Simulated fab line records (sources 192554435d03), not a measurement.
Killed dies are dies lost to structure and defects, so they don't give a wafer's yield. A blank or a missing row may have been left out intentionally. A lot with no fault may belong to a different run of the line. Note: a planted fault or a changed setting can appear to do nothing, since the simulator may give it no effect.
fab line records ; flow n5-finfet
record: lots: 7; wafers: 21
route steps=1938 shown BEOL_M13@1696 BEOL_M14@1770 BEOL_M15@1773 MIM_BOT@1833 TV_LITHO@1879 TV_OPEN@1888 PASSIVATION@1929
start-h: start of the lot's first displayed wafer, in hours after the record's first day ; wait-h: hours from the lot's prior step to this one ; " unchanged from the row above ; L1.1+2: one row covering several wafers at once ; - value missing, or start not given ; * or withheld: withheld ; < > ~ a bound
route shown NAME@n: names a module that has steps shown in the file, with the first one's number in the route ; usual: the fault-free wafers' mean and standard deviation ; same: alike in all rows ; chamber/n: place in a boat ; sites: each site's reading ; _std_site: standard deviation of those values ; _edge_site: the outer-site mean with the inner-site mean subtracted ; radius-mm: how far each site lies from the wafer's centre ; mask NAME#n: copy n ; behind: the last tool/chamber to shape the wafer ; hold: why the lot was held/for how many hours/how that ended ; device: whichever transistor did not switch (one of n, p or np) ; end of line: at the end of the route, the tests of the same wafers ; for a step that has no rows: nothing shown but its recipe ; killed: dies lost to structure and defects at the first sort, not the wafer's yield ; map: a wafer's dies, x killed, . not, _ none there
set.NAME: the setting as run; set.NAME@STEP: as run at that earlier step ; model.NAME: the simulator's own value behind a step, which no gauge read
lots where settings were altered on purpose, with a table for each step and a row for each wafer
== steps ==
step: N5_BEOL_M13_TRENCH_ETCH_34
recipe: chemistry: C4F8/O2/Ar; target: SiOC; target-depth-a: 4134.7; mask-material: SOC; pressure-mtorr: 30; source-w: 3000; bias-w: 700; Ar_flow_sccm: 400; C4F8_flow_sccm: 15; O2_flow_sccm: 8; he-inner-torr: 15; he-outer-torr: 30; time-s: 162.6; ion-energy-ev: 250
lot.wafer;tool;chamber;start-h;wait-h;set.time-s;model.etch.depth-nm
L075.1;rie-diel-02;3;261.84;0.0;162.6;409.2
L075.3;rie-diel-02;0;261.84;0.0;136.6;357.7
L075.4;rie-diel-02;1;261.84;0.0;136.6;344.5
L081.1;rie-diel-05;1;298.54;0.0;162.6;420.6
L081.2;rie-diel-05;0;298.54;0.0;162.6;414.9
L081.6;rie-diel-05;1;298.54;0.0;162.6;420.7
L086.3;rie-diel-02;2;336.23;0.0;162.6;408.2
L086.5;rie-diel-02;0;336.23;0.0;162.6;425.1
L086.6;rie-diel-02;3;336.23;0.0;162.6;403.6
L090.1+3;rie-diel-02;3,2;351.34;0.0;133.1;328
L090.6;rie-diel-02;2;351.34;0.0;162.6;401.1
L094.1;rie-diel-05;0;383.92;0.0;162.6;401.2
L094.3;rie-diel-05;3;383.92;0.0;162.6;411.3
L094.5;rie-diel-05;3;383.92;0.0;162.6;411.1
L095.1;rie-diel-02;2;387.49;0.0;162.6;400.8
L095.2;rie-diel-02;1;387.49;0.0;162.6;412.4
L095.4;rie-diel-02;0;387.49;0.0;162.6;420.5
L097.3;rie-diel-04;3;394.23;0.0;162.6;412.9
L097.4;rie-diel-04;1;394.23;0.0;162.6;411.7
L097.6;rie-diel-04;2;394.23;0.0;162.6;410.7
step: N5_BEOL_M13_STRIP_70
recipe: chemistry: C4F8/O2/Ar; resist: SiARC; rf-frequency-hz: 6e+07
step: N5_BEOL_M13_OCD_MEAS_35
usual: trench-depth-nm: 413/7
lot.wafer;tool;chamber;start-h;wait-h;set.time-s@BEOL_M13_TRENCH_ETCH_34;trench-depth-nm
L075.1;ocd-01;-;262.01;0.0;162.6;409
L075.3;ocd-01;-;262.01;0.0;136.6;358
L075.4;ocd-01;-;262.01;0.0;136.6;345
L081.1;ocd-01;-;298.71;0.0;162.6;420
L081.2;ocd-01;-;298.71;0.0;162.6;414
L081.6;ocd-01;-;298.71;0.0;162.6;421
L086.3;ocd-01;-;336.40;0.0;162.6;408
L086.5;ocd-01;-;336.40;0.0;162.6;425
L086.6;ocd-01;-;336.40;0.0;162.6;403
L090.1;ocd-02;-;351.51;0.0;133.1;328
L090.3;ocd-02;-;351.51;0.0;133.1;328
L090.6;ocd-02;-;351.51;0.0;162.6;401
L094.1;ocd-02;-;384.10;0.0;162.6;401
L094.3;ocd-02;-;384.10;0.0;162.6;412
L094.5;ocd-02;-;384.10;0.0;162.6;411
L095.1;ocd-02;-;387.67;0.0;162.6;401
L095.2;ocd-02;-;387.67;0.0;162.6;412
L095.4;ocd-02;-;387.67;0.0;162.6;421
L097.3;ocd-01;-;394.41;0.0;162.6;413
L097.4;ocd-01;-;394.41;0.0;162.6;412
L097.6;ocd-01;-;394.41;0.0;162.6;411
step: N5_BEOL_M13_STRIP_37
recipe: chemistry: N2/H2; power-w: 1000; temp-c: 250; h2-frac: 0.65; overash-fraction: 0.3; pressure-mtorr: withheld; n2-flow-sccm: 1750; h2-flow-sccm: 3250
step: N5_BEOL_M13_ETCH_38
recipe: chemistry: CF4/N2; target: SiCN; target-depth-a: 675; taper-deg: 2; time-s: 71.9; ion-energy-ev: 150; mask-material: SiO2; pressure-mtorr: 40; source-w: 430; bias-w: 70; Ar_flow_sccm: 100; cf4-flow-sccm: 60; n2-flow-sccm: 60
step: N5_BEOL_M13_ECD_47
recipe: material: Cu; target-thk-a: 9360
step: N5_BEOL_M13_ANNEAL_48
recipe: temp-c: 225; time-s: 90; ambient: N2
step: N5_BEOL_M13_CMP_49
recipe: stop-on: SiOC; t-overpolish-s: 17.1; down-force-psi: 1; platen-rpm: 50; clearing-platen-down-force-psi: 1.5; clearing-platen-rpm: 50; post-cmp-clean: cu-alkaline; target-thk-nm: 420; clearing-platen-pad-velocity-m-s: 0.99484; pad-velocity-m-s: 0.99484
lot.wafer;tool;chamber;start-h;wait-h;set.time-s@BEOL_M13_TRENCH_ETCH_34;model.Cu_of_BEOL_M13_ECD_47.thk-nm
L075.4;cmp-03;2;265.12;0.1;136.6;353
L075.3;cmp-03;3;265.12;0.1;136.6;365.6
L075.1;cmp-03;0;265.12;0.1;162.6;416
L081.2;cmp-03;0;305.19;0.2;162.6;419.8
L081.1;cmp-03;3;305.19;0.2;162.6;425.4
L081.6;cmp-03;1;305.19;0.2;162.6;426.8
L086.3;cmp-04;1;339.18;0.2;162.6;414.6
L086.5;cmp-04;3;339.18;0.2;162.6;429.6
L086.6;cmp-04;0;339.18;0.2;162.6;408.2
L090.3;cmp-03;2;355.67;0.4;133.1;335.2
L090.1;cmp-03;3;355.67;0.4;133.1;334
L090.6;cmp-03;1;355.67;0.4;162.6;406.6
L094.3;cmp-04;0;385.68;0.2;162.6;417.8
L094.1;cmp-04;3;385.68;0.2;162.6;407.2
L094.5;cmp-04;0;385.68;0.2;162.6;417.2
L095.1;cmp-04;3;390.32;0.3;162.6;407.4
L095.2;cmp-04;0;390.32;0.3;162.6;418.8
L095.4;cmp-04;2;390.32;0.3;162.6;427.8
L097.3;cmp-04;0;399.87;0.2;162.6;420.2
L097.4;cmp-04;1;399.87;0.2;162.6;419.8
L097.6;cmp-04;3;399.87;0.2;162.6;417
step: N5_BEOL_M13_THK_MEAS_50
recipe: thk-meas-gauge: xrf; reads: Cu_of_BEOL_M13_ECD_47
usual: M13_THK: 406/7.5
lot.wafer;tool;chamber;start-h;wait-h;set.time-s@BEOL_M13_TRENCH_ETCH_34;M13_THK[nm]
L075.1;film-metro-02;-;265.42;-;162.6;405
L075.3;film-metro-02;-;265.42;-;136.6;356
L075.4;film-metro-02;-;265.42;-;136.6;344
L081.1;film-metro-02;-;305.49;-;162.6;410
L081.2;film-metro-02;-;305.49;-;162.6;406
L081.6;film-metro-02;-;305.49;-;162.6;412
L086.3;film-metro-01;-;339.40;-;162.6;401
L086.5;film-metro-01;-;339.40;-;162.6;417
L086.6;film-metro-01;-;339.40;-;162.6;395
L090.1;film-metro-01;-;355.92;-;133.1;321
L090.3;film-metro-01;-;355.92;-;133.1;321
L090.6;film-metro-01;-;355.92;-;162.6;389
L094.1;film-metro-02;-;385.98;-;162.6;398
L094.3;film-metro-02;-;385.98;-;162.6;407
L094.5;film-metro-02;-;385.98;-;162.6;406
L095.1;film-metro-01;-;390.62;-;162.6;393
L095.2;film-metro-01;-;390.62;-;162.6;405
L095.4;film-metro-01;-;390.62;-;162.6;412
L097.3;film-metro-01;-;400.13;-;162.6;403
L097.4;film-metro-01;-;400.13;-;162.6;403
L097.6;film-metro-01;-;400.13;-;162.6;400
step: N5_BEOL_M13_PRE_CLEAN_52
recipe: gas: NH3; time-s: 15; temp-c: withheld; rf-power-w: 300
step: N5_BEOL_M13_DEP_53
recipe: material: SiCN; target-thk-a: 500; temp-c: withheld; precursor: 3MS/NH3; pressure-torr: 3; rf-w: 675; time-s: 17.8
step: N5_BEOL_M13_RS_MEAS_54
recipe: thk-meas-gauge: four-point-probe; reads: Cu_of_BEOL_M13_ECD_47+Ta_of_BEOL_M13_SPUTTER_44+TaN_of_BEOL_M13_SPUTTER_43
usual: M13_RS: 0.0450/0.00078
lot.wafer;tool;chamber;start-h;wait-h;set.time-s@BEOL_M13_TRENCH_ETCH_34;M13_RS[ohm/sq]
L075.1;film-metro-01;-;265.55;0.0;162.6;0.0452
L075.3;film-metro-01;-;265.55;0.0;136.6;0.0518
L075.4;film-metro-01;-;265.55;0.0;136.6;0.0537
L081.1;film-metro-02;-;305.62;0.0;162.6;0.0443
L081.2;film-metro-02;-;305.62;0.0;162.6;0.0449
L081.6;film-metro-02;-;305.62;0.0;162.6;0.0442
L086.3;film-metro-02;-;339.56;0.1;162.6;0.0455
L086.5;film-metro-02;-;339.56;0.1;162.6;0.0439
L086.6;film-metro-02;-;339.56;0.1;162.6;0.0463
L090.1;film-metro-02;-;356.08;0.1;133.1;0.0570
L090.3;film-metro-02;-;356.08;0.1;133.1;0.0568
L090.6;film-metro-02;-;356.08;0.1;162.6;0.0464
L094.1;film-metro-01;-;386.11;0.0;162.6;0.0463
L094.3;film-metro-01;-;386.11;0.0;162.6;0.0451
L094.5;film-metro-01;-;386.11;0.0;162.6;0.0452
L095.1;film-metro-01;-;390.75;0.0;162.6;0.0464
L095.2;film-metro-01;-;390.75;0.0;162.6;0.0450
L095.4;film-metro-01;-;390.75;0.0;162.6;0.0440
L097.3;film-metro-02;-;400.26;0.1;162.6;0.0449
L097.4;film-metro-02;-;400.26;0.1;162.6;0.0450
L097.6;film-metro-02;-;400.26;0.1;162.6;0.0453
step: N5_BEOL_M14_DEP_53
recipe: material: SiCN; target-thk-a: 500; temp-c: withheld; precursor: 3MS/NH3; pressure-torr: 3; rf-w: 675; time-s: 17.8
lot.wafer;tool;chamber;start-h;wait-h;set.time-s;model.SiCN_of_BEOL_M14_DEP_53.thk-nm
L075.1;pecvd-01;0;276.36;0.0;17.8;49
L075.3;pecvd-01;1;276.36;0.0;19.34;53.4
L075.4;pecvd-01;1;276.36;0.0;17.8;49.2
L081.1;pecvd-03;2;309.90;0.0;16.06;44.2
L081.2;pecvd-03;0;309.90;0.0;17.8;50.4
L081.6;pecvd-03;0;309.90;0.0;16.06;45.4
L086.3;pecvd-03;2;346.00;0.0;17.8;48.8
L086.5;pecvd-03;1;346.00;0.0;17.8;51
L086.6;pecvd-03;2;346.00;0.0;17.8;49.8
L090.1;pecvd-01;1;360.66;0.0;16.64;46.6
L090.3;pecvd-01;2;360.66;0.0;16.64;44.8
L090.6;pecvd-01;2;360.66;0.0;17.8;49.4
L094.1;pecvd-03;2;392.21;0.0;17.8;49.8
L094.3;pecvd-03;1;392.21;0.0;17.8;50.6
L094.5;pecvd-03;0;392.21;0.0;17.8;51
L095.1;pecvd-01;1;395.15;0.0;17.8;50.8
L095.2;pecvd-01;0;395.15;0.0;17.8;49.8
L095.4;pecvd-01;2;395.15;0.0;17.8;50.6
L097.3;pecvd-01;2;406.93;0.0;17.8;49.2
L097.4;pecvd-01;0;406.93;0.0;17.8;49.8
L097.6;pecvd-01;2;406.93;0.0;16.09;44.6
step: N5_BEOL_M15_ILD_DEP_00
recipe: material: SiO2; target-thk-a: 16293; temp-c: 400; precursor: TEOS/O2; pressure-torr: 6.5; rf-w: 900; teos-flow-sccm: 161.4; gas: O2; flow-sccm: 2650; time-s: 346.1
lot.wafer;tool;chamber;start-h;wait-h;set.time-s;model.SiO2_of_BEOL_M15_ILD_DEP_00.thk-nm
L075.1;pecvd-03;0;276.49;0.0;392.3;1823
L075.3;pecvd-03;2;276.49;0.0;392.3;1835
L075.4;pecvd-03;0;276.49;0.0;392.3;1846
L081.1;pecvd-03;1;310.03;0.0;369.4;1766
L081.2;pecvd-03;2;310.03;0.0;346.1;1634
L081.6;pecvd-03;0;310.03;0.0;369.4;1761
L086.3;pecvd-04;2;346.24;0.1;346.1;1614
L086.5;pecvd-04;1;346.24;0.1;346.1;1632
L086.6;pecvd-04;2;346.24;0.1;346.1;1618
L090.1;pecvd-02;2;360.79;0.0;372.3;1740
L090.3;pecvd-02;1;360.79;0.0;346.1;1613
L090.6;pecvd-02;2;360.79;0.0;372.3;1764
L094.1;pecvd-03;2;392.34;0.0;392.3;1825
L094.3;pecvd-03;1;392.34;0.0;346.1;1625
L094.5;pecvd-03;1;392.34;0.0;392.3;1877
L095.1;pecvd-04;0;395.28;0.0;346.1;1606
L095.2;pecvd-04;2;395.28;0.0;346.1;1558
L095.4;pecvd-04;2;395.28;0.0;346.1;1580
L097.3;pecvd-02;1;407.26;0.0;346.1;1603
L097.4;pecvd-02;1;407.26;0.0;346.1;1629
L097.6;pecvd-02;0;407.26;0.0;346.1;1643
step: N5_BEOL_M15_THK_MEAS_01
recipe: reads: SiO2_of_BEOL_M15_ILD_DEP_00
usual: M15_ILD_THK: 1627/22
lot.wafer;tool;chamber;start-h;wait-h;set.time-s@BEOL_M15_ILD_DEP_00;M15_ILD_THK[nm]
L075.1;film-metro-01;-;276.85;0.2;392.3;1823
L075.3;film-metro-01;-;276.85;0.2;392.3;1836
L075.4;film-metro-01;-;276.85;0.2;392.3;1846
L081.1;film-metro-01;-;310.28;0.1;369.4;1767
L081.2;film-metro-01;-;310.28;0.1;346.1;1634
L081.6;film-metro-01;-;310.28;0.1;369.4;1760
L086.3;film-metro-02;-;346.49;0.1;346.1;1614
L086.5;film-metro-02;-;346.49;0.1;346.1;1632
L086.6;film-metro-02;-;346.49;0.1;346.1;1619
L090.1;film-metro-02;-;361.04;0.1;372.3;1740
L090.3;film-metro-02;-;361.04;0.1;346.1;1614
L090.6;film-metro-02;-;361.04;0.1;372.3;1763
L094.1;film-metro-02;-;392.59;0.1;392.3;1825
L094.3;film-metro-02;-;392.59;0.1;346.1;1624
L094.5;film-metro-02;-;392.59;0.1;392.3;1875
L095.1;film-metro-02;-;395.63;0.2;346.1;1606
L095.2;film-metro-02;-;395.63;0.2;346.1;1559
L095.4;film-metro-02;-;395.63;0.2;346.1;1580
L097.3;film-metro-02;-;407.51;0.1;346.1;1604
L097.4;film-metro-02;-;407.51;0.1;346.1;1629
L097.6;film-metro-02;-;407.51;0.1;346.1;1643
step: N5_BEOL_M15_COAT_58
recipe: resist: BARC; temp-c: 205; time-s: 60; spin-rpm: 1500; resist-thk-nm: 89
step: N5_BEOL_M15_COAT_04
recipe: spin-rpm: 1704; resist-thk-nm: 800
step: N5_BEOL_M15_DESCUM_15
recipe: chemistry: O2; time-s: 7.9; source-power-w: 50; bias-power-w: 20; pressure-mtorr: 20; rf-frequency-hz: 2.712e+07; temp-c: 40; o2-flow-sccm: 225
step: N5_BEOL_M15_ETCH_59
recipe: chemistry: N2/H2; target: BARC; target-depth-a: 890; overetch-a: 267; time-s: 67.9; ion-energy-ev: 200; pressure-mtorr: 30; source-w: 840; bias-w: 150; n2-flow-sccm: 200; h2-flow-sccm: 200
step: N5_BEOL_M15_VIA_ETCH_16
recipe: chemistry: C4F8/O2/Ar; target: SiO2; he-inner-torr: 15; he-outer-torr: 30; target-depth-a: 17922; time-s: withheld; ion-energy-ev: 800; pressure-mtorr: 20; source-w: 1905; bias-w: 2040; Ar_flow_sccm: 400; C4F8_flow_sccm: 16; O2_flow_sccm: 12; ends: cleared
lot.wafer;tool;chamber;start-h;wait-h;set.time-s@BEOL_M15_ILD_DEP_00;model.etch.depth-nm;model.coat_of_BEOL_M15_COAT_04.thk-nm
L075.1;rie-diel-05;0;277.45;0.0;*;1823;284.2
L075.3;rie-diel-05;3;277.45;0.0;*;1835;270.2
L075.4;rie-diel-05;1;277.45;0.0;*;1846;275.8
L081.1;rie-diel-02;0;310.92;0.0;*;1766;302
L081.2;rie-diel-02;2;310.92;0.0;*;1634;328.2
L081.6;rie-diel-02;1;310.92;0.0;*;1761;300.6
L086.3;rie-diel-02;0;347.45;0.0;*;1614;337.8
L086.5;rie-diel-02;0;347.45;0.0;*;1632;338
L086.6;rie-diel-02;1;347.45;0.0;*;1618;337
L090.1;rie-diel-05;1;361.59;0.0;*;1740;304.8
L090.3;rie-diel-05;0;361.59;0.0;*;1613;339
L090.6;rie-diel-05;1;361.59;0.0;*;1764;298.6
L094.1;rie-diel-02;2;393.07;0.0;*;1825;283
L094.3;rie-diel-02;3;393.07;0.0;*;1625;339.4
L094.5;rie-diel-02;2;393.07;0.0;*;1877;272.6
L095.1;rie-diel-04;2;396.45;0.0;*;1606;337
L095.2;rie-diel-04;1;396.45;0.0;*;1558;351.2
L095.4;rie-diel-04;3;396.45;0.0;*;1580;352
L097.3;rie-diel-05;3;407.98;0.0;*;1603;324.2
L097.4;rie-diel-05;1;407.98;0.0;*;1629;327.8
L097.6;rie-diel-05;0;407.98;0.0;*;1643;327.4
step: N5_MIM_BOT_SPUTTER_00
recipe: material: TiN; target-thk-a: 350; temp-c: 200; power-w: 3000; chamber-pressure-pa: 0.49996; gas: Ar; reactive-partial-pa: 0.37997; time-s: 89.7
lot.wafer;tool;chamber;start-h;wait-h;set.time-s;model.TiN_of_MIM_BOT_SPUTTER_00.thk-nm
L075.1;pvd-sputter-02;-;285.47;0.0;89.7;34.8
L075.3;pvd-sputter-02;-;285.47;0.0;83.48;32.8
L075.4;pvd-sputter-02;-;285.47;0.0;89.7;35.2
L081.1+6;pvd-sputter-01;-;318.47;0.0;99.59;39.4
L081.2;pvd-sputter-01;-;318.47;0.0;89.7;35.6
L086.3+5;pvd-sputter-01;-;353.72;0.0;89.7;35.2
L086.6;pvd-sputter-01;-;353.72;0.0;89.7;35.4
L090.1;pvd-sputter-01;-;371.33;0.0;97.51;38.2
L090.3;pvd-sputter-01;-;371.33;0.0;89.7;35.2
L090.6;pvd-sputter-01;-;371.33;0.0;89.7;35
L094.1;pvd-sputter-02;-;400.12;0.0;96.35;37.4
L094.3;pvd-sputter-02;-;400.12;0.0;96.35;37.8
L094.5;pvd-sputter-02;-;400.12;0.0;89.7;34.8
L095.1;pvd-sputter-01;-;405.23;0.0;89.7;34.8
L095.2;pvd-sputter-01;-;405.23;0.0;89.7;35.2
L095.4;pvd-sputter-01;-;405.23;0.0;89.7;35
L097.3;pvd-sputter-01;-;416.38;0.0;89.7;35.2
L097.4;pvd-sputter-01;-;416.38;0.0;89.7;35
L097.6;pvd-sputter-01;-;416.38;0.0;89.7;35.4
step: N5_PASSIVATION_EXPOSE_07
recipe: mask-id: TV; na: 0.55; source-shape: conventional; sigma-outer: 0.8; polarization: unpolarized; defocus-nm: 0; target-cd-nm: 3000; dose-mj: 22.75
lot.wafer;tool;chamber;start-h;wait-h;mask;set.dose-mj
L075.1+4;krf-scanner-02;0;295.63;-;TV#0;23.71
L075.3;krf-scanner-02;0;295.63;-;TV#0;22.75
L081.1;krf-scanner-02;0;323.15;-;TV#0;21.93
L081.2+6;krf-scanner-02;0;323.15;-;TV#0;22.75
L086.3+5+6;krf-scanner-01;0;357.26;-;TV#0;22.75
L090.1+3+6;krf-scanner-02;0;378.37;-;TV#0;22.75
L094.1;krf-scanner-02;0;404.28;-;TV#0;22.75
L094.3+5;krf-scanner-02;0;404.28;-;TV#0;21.06
L095.1+2+4;krf-scanner-02;0;410.69;-;TV#0;22.75
L097.3;krf-scanner-01;0;422.60;-;TV#0;22.75
L097.4+6;krf-scanner-01;0;422.60;-;TV#0;23.89
step: N5_PASSIVATION_PEB_08
recipe: peb-temp-c: withheld; peb-time-s: *
step: N5_PASSIVATION_DEVELOP_09
recipe: develop-time-s: 60; rinse-liquid: diw; dry: air-spin; dev-temp-c: 21
step: N5_PASSIVATION_HARDBAKE_11
recipe: temp-c: 130; time-s: 120
step: N5_PASSIVATION_CD_MEAS_10
recipe: target-cd-nm: 3000; landing-energy-ev: 500; detector: se-inlens
usual: cd-nm: 3000.2/2.2
lot.wafer;tool;chamber;start-h;wait-h;set.dose-mj@PASSIVATION_EXPOSE_07;cd-nm
L075.1;cd-sem-03;0;295.80;-;23.71;3009.9
L075.3;cd-sem-03;0;295.80;-;22.75;3001.7
L075.4;cd-sem-03;0;295.80;-;23.71;3009.8
L081.1;cd-sem-02;0;323.33;-;21.93;2987.8
L081.2;cd-sem-02;0;323.33;-;22.75;2996.7
L081.6;cd-sem-02;0;323.33;-;22.75;3000.3
L086.3;cd-sem-03;0;357.43;-;22.75;3001.2
L086.5;cd-sem-03;0;357.43;-;22.75;3001.6
L086.6;cd-sem-03;0;357.43;-;22.75;2998.6
L090.1;cd-sem-03;0;378.55;-;22.75;2999.2
L090.3;cd-sem-03;0;378.55;-;22.75;2997.5
L090.6;cd-sem-03;0;378.55;-;22.75;3001.3
L094.1;cd-sem-02;0;404.46;-;22.75;3001.4
L094.3;cd-sem-02;0;404.46;-;21.06;2981.0
L094.5;cd-sem-02;0;404.46;-;21.06;2982.1
L095.1;cd-sem-01;0;410.86;-;22.75;3000.5
L095.2;cd-sem-01;0;410.86;-;22.75;3003.5
L095.4;cd-sem-01;0;410.86;-;22.75;3001.0
L097.3;cd-sem-02;0;422.76;-;22.75;3000.0
L097.4;cd-sem-02;0;422.76;-;23.89;3012.3
L097.6;cd-sem-02;0;422.76;-;23.89;3007.1
step: N5_PASSIVATION_DESCUM_12
recipe: chemistry: O2; time-s: 7.9; source-power-w: 50; bias-power-w: 20; pressure-mtorr: 20; rf-frequency-hz: 2.712e+07; temp-c: 40; o2-flow-sccm: 225
lot.wafer;tool;chamber;start-h;wait-h;set.dose-mj@PASSIVATION_EXPOSE_07;model.TV_LITHO.cd-nm
L075.1;rie-diel-02;0;295.89;0.0;23.71;3010
L075.3;rie-diel-02;1;295.89;0.0;22.75;-
L075.4;rie-diel-02;3;295.89;0.0;23.71;3009
L081.1;rie-diel-02;1;323.57;0.2;21.93;2988
L081.2;rie-diel-02;2;323.57;0.2;22.75;2997
L081.6;rie-diel-02;1;323.57;0.2;22.75;3001
L086.3;rie-diel-02;3;357.52;0.0;22.75;3001
L086.5;rie-diel-02;2;357.52;0.0;22.75;3002
L086.6;rie-diel-02;1;357.52;0.0;22.75;2999
L090.1;rie-diel-05;2;378.64;0.0;22.75;2999
L090.3;rie-diel-05;3;378.64;0.0;22.75;2997
L090.6;rie-diel-05;2;378.64;0.0;22.75;3001
L094.1;rie-diel-04;0;404.55;0.0;22.75;3001
L094.3;rie-diel-04;1;404.55;0.0;21.06;2981
L094.5;rie-diel-04;3;404.55;0.0;21.06;2982
L095.1;rie-diel-04;2;410.95;0.0;22.75;3000
L095.2;rie-diel-04;3;410.95;0.0;22.75;3003
L095.4;rie-diel-04;0;410.95;0.0;22.75;3001
L097.3;rie-diel-02;3;423.22;0.4;22.75;3000
L097.4;rie-diel-02;0;423.22;0.4;23.89;3013
L097.6;rie-diel-02;1;423.22;0.4;23.89;3007
step: N5_PASSIVATION_VIA_ETCH_13
recipe: chemistry: CHF3/O2; target: SiO2; target-depth-a: 6600; CHF3_flow_sccm: 50; O2_flow_sccm: 5; Ar_flow_sccm: 200; time-s: 330; mask-material: PR; pressure-mtorr: 30; source-w: 650; bias-w: 170; ion-energy-ev: 200; ends: cleared
usual: rf-vpp-V: 525/5.1
lot.wafer;tool;chamber;start-h;wait-h;set.source-w;rf-vpp-V
L075.1;rie-diel-02;0;296.05;0.0;650;528
L075.3;rie-diel-02;1;296.05;0.0;751.3;482
L075.4;rie-diel-02;3;296.05;0.0;751.3;496
L081.1;rie-diel-02;1;323.72;0.0;681.7;507
L081.2;rie-diel-02;2;323.72;0.0;681.7;509
L081.6;rie-diel-02;1;323.72;0.0;681.7;505
L086.3;rie-diel-02;3;357.68;0.0;650;532
L086.5;rie-diel-02;2;357.68;0.0;717.9;496
L086.6;rie-diel-02;1;357.68;0.0;717.9;494
L090.1;rie-diel-05;2;378.79;0.0;557.5;562
L090.3;rie-diel-05;3;378.79;0.0;557.5;565
L090.6;rie-diel-05;2;378.79;0.0;650;523
L094.1;rie-diel-04;0;404.70;0.0;650;517
L094.3;rie-diel-04;1;404.70;0.0;650;528
L094.5;rie-diel-04;3;404.70;0.0;650;537
L095.1;rie-diel-04;2;411.11;0.0;650;529
L095.2;rie-diel-04;3;411.11;0.0;650;536
L095.4;rie-diel-04;0;411.11;0.0;650;519
L097.3;rie-diel-02;3;423.37;0.0;650;532
L097.4;rie-diel-02;0;423.37;0.0;650;527
L097.6;rie-diel-02;1;423.37;0.0;563.2;556
step: N5_PASSIVATION_PASS_ETCH_47
recipe: chemistry: CF4/O2; target: SiNx; target-depth-a: 7700; time-s: 385; ion-energy-ev: 100; pressure-mtorr: 40; source-w: 535; bias-w: 49; Ar_flow_sccm: 100; cf4-flow-sccm: 100; O2_flow_sccm: 10
lot.wafer;tool;chamber;start-h;wait-h;set.time-s;model.etch.depth-nm
L075.1;rie-diel-01;1;299.28;0.0;385;791.4
L075.3;rie-diel-01;2;299.28;0.0;385;797.3
L075.4;rie-diel-01;3;299.28;0.0;385;807.1
L081.1;rie-diel-03;0;327.04;0.0;307.8;599.8
L081.2;rie-diel-03;2;327.04;0.0;385;793.9
L081.6;rie-diel-03;2;327.04;0.0;385;782.3
L086.3;rie-diel-06;2;361.44;0.0;385;793.8
L086.5;rie-diel-06;0;361.44;0.0;330.3;638.1
L086.6;rie-diel-06;3;361.44;0.0;385;751.7
L090.1;rie-diel-01;1;382.25;0.0;385;793.3
L090.3;rie-diel-01;2;382.25;0.0;385;799.8
L090.6;rie-diel-01;2;382.25;0.0;385;797.6
L094.1;rie-diel-06;2;408.45;0.0;385;789.5
L094.3;rie-diel-06;1;408.45;0.0;443.3;900.3
L094.5;rie-diel-06;0;408.45;0.0;443.3;868.7
L095.1;rie-diel-01;0;414.94;0.0;385;749.8
L095.2;rie-diel-01;1;414.94;0.0;385;783.4
L095.4;rie-diel-01;3;414.94;0.0;385;791.4
L097.3;rie-diel-03;0;426.92;0.0;385;749.7
L097.4;rie-diel-03;1;426.92;0.0;461.2;946.5
L097.6;rie-diel-03;2;426.92;0.0;461.2;940.1
== key ==
split: step: N5_BEOL_M13_TRENCH_ETCH_34; setting: time-s; stated: 162.6; by: wafer
response: step: N5_BEOL_M13_TRENCH_ETCH_34; reading: model.etch.depth-nm; change: +3.86; per: 1%; r: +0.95
response: step: N5_BEOL_M13_OCD_MEAS_35; reading: trench-depth-nm; change: +3.87; per: 1%; r: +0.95
response: step: N5_BEOL_M13_CMP_49; reading: model.Cu_of_BEOL_M13_ECD_47.thk-nm; change: +3.78; per: 1%; r: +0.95
response: step: N5_BEOL_M13_THK_MEAS_50; reading: M13_THK; change: +3.63; per: 1%; r: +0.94
response: step: N5_BEOL_M13_RS_MEAS_54; reading: M13_RS; change: -0.000532; per: 1%; r: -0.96
split: step: N5_BEOL_M14_DEP_53; setting: time-s; stated: 17.8; by: wafer
response: step: N5_BEOL_M14_DEP_53; reading: model.SiCN_of_BEOL_M14_DEP_53.thk-nm; change: +0.535; per: 1%; r: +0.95
split: step: N5_BEOL_M15_ILD_DEP_00; setting: time-s; stated: 346.1; by: wafer
response: step: N5_BEOL_M15_ILD_DEP_00; reading: model.SiO2_of_BEOL_M15_ILD_DEP_00.thk-nm; change: +17.6; per: 1%; r: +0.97
response: step: N5_BEOL_M15_THK_MEAS_01; reading: M15_ILD_THK; change: +17.6; per: 1%; r: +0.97
response: step: N5_BEOL_M15_VIA_ETCH_16; reading: model.etch.depth-nm; change: +17.6; per: 1%; r: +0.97
response: step: N5_BEOL_M15_VIA_ETCH_16; reading: model.coat_of_BEOL_M15_COAT_04.thk-nm; change: -4.58; per: 1%; r: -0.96
split: step: N5_MIM_BOT_SPUTTER_00; setting: time-s; stated: 89.7; by: wafer
response: step: N5_MIM_BOT_SPUTTER_00; reading: model.TiN_of_MIM_BOT_SPUTTER_00.thk-nm; change: +0.349; per: 1%; r: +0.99
split: step: N5_PASSIVATION_EXPOSE_07; setting: dose-mj; stated: 22.75; by: wafer
response: step: N5_PASSIVATION_CD_MEAS_10; reading: cd-nm; change: +2.42; per: 1%; r: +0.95
response: step: N5_PASSIVATION_DESCUM_12; reading: model.TV_LITHO.cd-nm; change: +2.52; per: 1%; r: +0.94
split: step: N5_PASSIVATION_VIA_ETCH_13; setting: source-w; stated: 650; by: wafer
response: step: N5_PASSIVATION_VIA_ETCH_13; reading: rf-vpp-V; change: -2.66; per: 1%; r: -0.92
split: step: N5_PASSIVATION_PASS_ETCH_47; setting: time-s; stated: 385; by: wafer
response: step: N5_PASSIVATION_PASS_ETCH_47; reading: model.etch.depth-nm; change: +8.95; per: 1%; r: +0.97
